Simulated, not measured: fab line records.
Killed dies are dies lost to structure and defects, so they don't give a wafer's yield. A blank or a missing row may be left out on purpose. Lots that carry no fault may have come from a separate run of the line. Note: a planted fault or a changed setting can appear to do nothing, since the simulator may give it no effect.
Shared-tool check :: flow n5Finfet :: Sampled: 9 lots, 27 wafers

## REASON FOR OPENING
Flagged at N5_BEOL_M2_INSPECT_13: reading rawDefectCount, on 2 of 9 lots. Fault-free wafers read 379, with a standard deviation of 82.
Rule: a lot gets a flag if all its wafers with a number sit over 4 standard deviations from that mean, or if no wafer of it has a number. As for the other lots, they are considered sound.

lot: L793
measured: day 6 20:17
on: defectInspect-02
rawDefectCount, wafer by wafer: 342 370 342
flag: 

lot: L795
measured: day 7 16:47
on: defectInspect-02
rawDefectCount, wafer by wafer: 391 301 297
flag: 

lot: L800
measured: day 8 17:45
on: defectInspect-01
rawDefectCount, wafer by wafer: 1175 908 991
flag: FLAGGED

lot: L801
measured: day 9 00:56
on: defectInspect-01
rawDefectCount, wafer by wafer: 323 355 330
flag: 

lot: L802
measured: day 9 06:27
on: defectInspect-01
rawDefectCount, wafer by wafer: 1067 1096 1137
flag: FLAGGED

lot: L805
measured: day 9 12:56
on: defectInspect-02
rawDefectCount, wafer by wafer: 303 304 283
flag: 

lot: L806
measured: day 9 21:19
on: defectInspect-01
rawDefectCount, wafer by wafer: 433 296 333
flag: 

lot: L811
measured: day 11 09:53
on: defectInspect-01
rawDefectCount, wafer by wafer: 343 282 303
flag: 

lot: L815
measured: day 12 10:58
on: defectInspect-01
rawDefectCount, wafer by wafer: 401 367 460
flag: 
The numbers of the flagged lots are 1062 on average: +683 against the usual, or +8 standard deviations.

## LOT BY LOT: THE TOOL USED
The record keeps 1 process step preceding the reading, out of 1938 steps on the route. In each cell: the tool, then ch and the chambers that the sampled wafers went through, then the start.
lot: L793
flag: 
N5_BEOL_M2_HM_DEP_02: pvdSputter-02, day 6 19:49

lot: L795
flag: 
N5_BEOL_M2_HM_DEP_02: pvdSputter-02, day 7 16:11

lot: L800
flag: FLAGGED
N5_BEOL_M2_HM_DEP_02: pvdSputter-02, day 8 17:16

lot: L801
flag: 
N5_BEOL_M2_HM_DEP_02: pvdSputter-01, day 9 00:27

lot: L802
flag: FLAGGED
N5_BEOL_M2_HM_DEP_02: pvdSputter-02, day 9 05:02

lot: L805
flag: 
N5_BEOL_M2_HM_DEP_02: pvdSputter-01, day 9 12:27

lot: L806
flag: 
N5_BEOL_M2_HM_DEP_02: pvdSputter-01, day 9 20:50

lot: L811
flag: 
N5_BEOL_M2_HM_DEP_02: pvdSputter-01, day 11 09:17

lot: L815
flag: 
N5_BEOL_M2_HM_DEP_02: pvdSputter-01, day 12 10:22
What is done by these steps:
- N5_BEOL_M2_HM_DEP_02: deposits TiN, target thk 20 nm.
- N5_BEOL_M2_INSPECT_13: inspects for defects (brightfield).

## FLAGGED OVER TOTAL, TOOL BY TOOL (the gauges that took the reading come last)
step: N5_BEOL_M2_HM_DEP_02
tool: pvdSputter-01
lots run: 5
flagged: 0
share of the flagged lots: none
sound lots run after its first flagged lot: -

step: N5_BEOL_M2_HM_DEP_02
tool: pvdSputter-02
lots run: 4
flagged: 2
share of the flagged lots: all
sound lots run after its first flagged lot: 0

step: N5_BEOL_M2_INSPECT_13
tool: defectInspect-01
lots run: 6
flagged: 2
share of the flagged lots: all
sound lots run after its first flagged lot: 4 (L801,L806,L811,L815)

step: N5_BEOL_M2_INSPECT_13
tool: defectInspect-02
lots run: 3
flagged: 0
share of the flagged lots: none
sound lots run after its first flagged lot: -

## WHAT IS ALLOWED BY THE TABLE
Every flagged lot went through 2 rows of the table: pvdSputter-02 at N5_BEOL_M2_HM_DEP_02 and defectInspect-01 at N5_BEOL_M2_INSPECT_13.
- pvdSputter-02 at N5_BEOL_M2_HM_DEP_02: 2 of its 4 lots flagged. Last sound lot L795 at day 7 16:11, first flagged lot L800 at day 8 17:16; a fault beginning in between fits.
- defectInspect-01 at N5_BEOL_M2_INSPECT_13: 2 of its 6 lots flagged. Sound lots followed the first flagged one (L801, L806, L811, L815) on it, something a lasting fault affecting the whole tool could not allow.
Left over: one tool, pvdSputter-02 at N5_BEOL_M2_HM_DEP_02.

## WHAT HAD BEEN PUT IN BY THE SIMULATOR
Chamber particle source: pvdSputter-02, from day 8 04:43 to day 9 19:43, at N5_BEOL_M2_HM_DEP_02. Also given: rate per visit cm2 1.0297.
Lots struck among those shown: L800, L802. The rule given above showed the same thing.
